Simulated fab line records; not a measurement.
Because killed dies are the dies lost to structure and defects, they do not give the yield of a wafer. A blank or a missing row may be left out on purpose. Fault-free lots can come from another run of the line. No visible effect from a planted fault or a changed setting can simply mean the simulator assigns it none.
Chamber matching	flow n5 finfet	4 sister chambers for N5_MOL_CONTACT_COAG_ETCH_15 on rie diel-06
The step etches SiNx in CH3F/O2, stops on Si:P, target depth 7 nm. 4 wafers are shown with their chamber, then 9 later ones without.

== WAFERS PAIRED WITH THEIR CHAMBERS ==
wafer	chamber	showerhead plenum p Torr (Torr)
L084.2	0	2.10
L089.5	2	2.09
L093.1	1	2.06
L093.5	3	1.96

== WAFERS WITHOUT THEIR CHAMBER ==
wafer	showerhead plenum p Torr (Torr)
L094.1	1.96
L094.2	2.09
L094.5	2.09
L096.1	2.08
L096.3	2.06
L096.5	1.96
L097.2	2.09
L097.3	1.96
L097.4	2.08

== WHICH CHAMBER EACH ONE RAN IN ==
wafer	from the rows above	in truth
L094.1	3	3
L094.2	2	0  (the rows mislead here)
L094.5	2	2
L096.1	2	2
L096.3	1	1
L096.5	3	3
L097.2	2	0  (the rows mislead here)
L097.3	3	3
L097.4	2	2
Correctly placed: 7 of 9. Can't be placed from these rows: 0. 2 placed wrongly.
How it was worked out, from the rows above alone: a wafer's distance from a chamber is the root of the sum, over the readings, of the square of ((its reading less the chamber's mean) divided by the reading's scatter). If the next closest chamber is less than 2 further off than the closest, the wafer can't be placed; otherwise it belongs to the closest. For every chamber, the mean is computed from those of its wafers that are shown. The scatter: with one shown wafer a chamber, the root of the mean of the squares of how far each hidden wafer lies from its nearest shown one.
